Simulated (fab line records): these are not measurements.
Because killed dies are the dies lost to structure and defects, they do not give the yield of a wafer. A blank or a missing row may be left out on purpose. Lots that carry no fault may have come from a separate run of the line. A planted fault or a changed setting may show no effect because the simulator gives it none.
Split-lot experiment | flow n5_finfet | 7 lots, 21 wafers read, on a route of 1938 steps

## ABOUT THE SPLIT
At N5_BEOL_M12_SPUTTER_44 (material Ta, target thk 10 nm, time 16.13 s), the setting time_s was moved away from the recipe's 16.13 s on 2 of the 21 wafers read, by -10.2% to -3.8%. The other wafers ran this setting at the recipe's value.

The split's own step is where the reading is taken.

## THE READING
Ta_of_BEOL_M12_SPUTTER_44.thk_nm (the simulator's own value, which no gauge read), in nm, at N5_BEOL_M12_SPUTTER_44 (material Ta, target thk 10 nm, time 16.13 s). The file does not state a usual value for it. The 19 wafers here that ran the recipe average 10.0 nm, standard deviation 0.13 nm.

wafer  | tool, chamber at the split | time_s as run, s | against the recipe | Ta_of_BEOL_M12_SPUTTER_44.thk_nm, nm | against lot-mates on the recipe
L079.1 | pvd_sputter-01, -          | 14.48            | -10.2%             | 9                                    | -1.0
L079.2 | pvd_sputter-01, -          | 16.13            | recipe             | 10                                   | -
L079.3 | pvd_sputter-01, -          | 16.13            | recipe             | 10                                   | -
L078.3 | pvd_sputter-02, -          | 16.13            | recipe             | 10.2                                 | -
L078.5 | pvd_sputter-02, -          | 16.13            | recipe             | 10.2                                 | -
L078.6 | pvd_sputter-02, -          | 16.13            | recipe             | 10.2                                 | -
L084.2 | pvd_sputter-02, -          | 16.13            | recipe             | 10                                   | -
L084.3 | pvd_sputter-02, -          | 16.13            | recipe             | 10.2                                 | -
L084.4 | pvd_sputter-02, -          | 16.13            | recipe             | 10.2                                 | -
L086.1 | pvd_sputter-02, -          | 16.13            | recipe             | 9.8                                  | -
L086.5 | pvd_sputter-02, -          | 16.13            | recipe             | 9.8                                  | -
L086.6 | pvd_sputter-02, -          | 16.13            | recipe             | 10                                   | -
L089.2 | pvd_sputter-01, -          | 16.13            | recipe             | 10                                   | -
L089.5 | pvd_sputter-01, -          | 16.13            | recipe             | 10                                   | -
L089.6 | pvd_sputter-01, -          | 16.13            | recipe             | 9.8                                  | -
L092.2 | pvd_sputter-03, -          | 15.52            | -3.8%              | 9.6                                  | -0.4
L092.3 | pvd_sputter-03, -          | 16.13            | recipe             | 10                                   | -
L092.6 | pvd_sputter-03, -          | 16.13            | recipe             | 10                                   | -
L094.2 | pvd_sputter-02, -          | 16.13            | recipe             | 10.2                                 | -
L094.5 | pvd_sputter-02, -          | 16.13            | recipe             | 10                                   | -
L094.6 | pvd_sputter-02, -          | 16.13            | recipe             | 10                                   | -

FIT RESULTS
A straight line over all 21 wafers: Ta_of_BEOL_M12_SPUTTER_44.thk_nm changes by +0.102 nm for each +1% of time_s; r = +0.88; the points scatter about the line by 0.13 nm.
The same after taking each lot's own level away (the mean of its wafers on the recipe; 21 wafers): +0.0986 nm for each +1%; r = +0.95; scatter 0.075 nm.
Per that fit: largest time_s move, reading shift of 1 nm.
Measured against the standard deviation above, the lots' own levels, which go from 9.87 to 10.20 nm, span 2.5 times it.
So the lot-to-lot level changes the slope little: the two slopes agree.
Check: with one of the wafers moved furthest among these (-10.2%) left out of the fit, the line predicts -1.08 nm for it against its lot-mates. It came out at -1 nm against them.

## FILE'S OWN FIT
Ta_of_BEOL_M12_SPUTTER_44.thk_nm changes by +0.0987 nm for each +1% of time_s, r = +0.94.
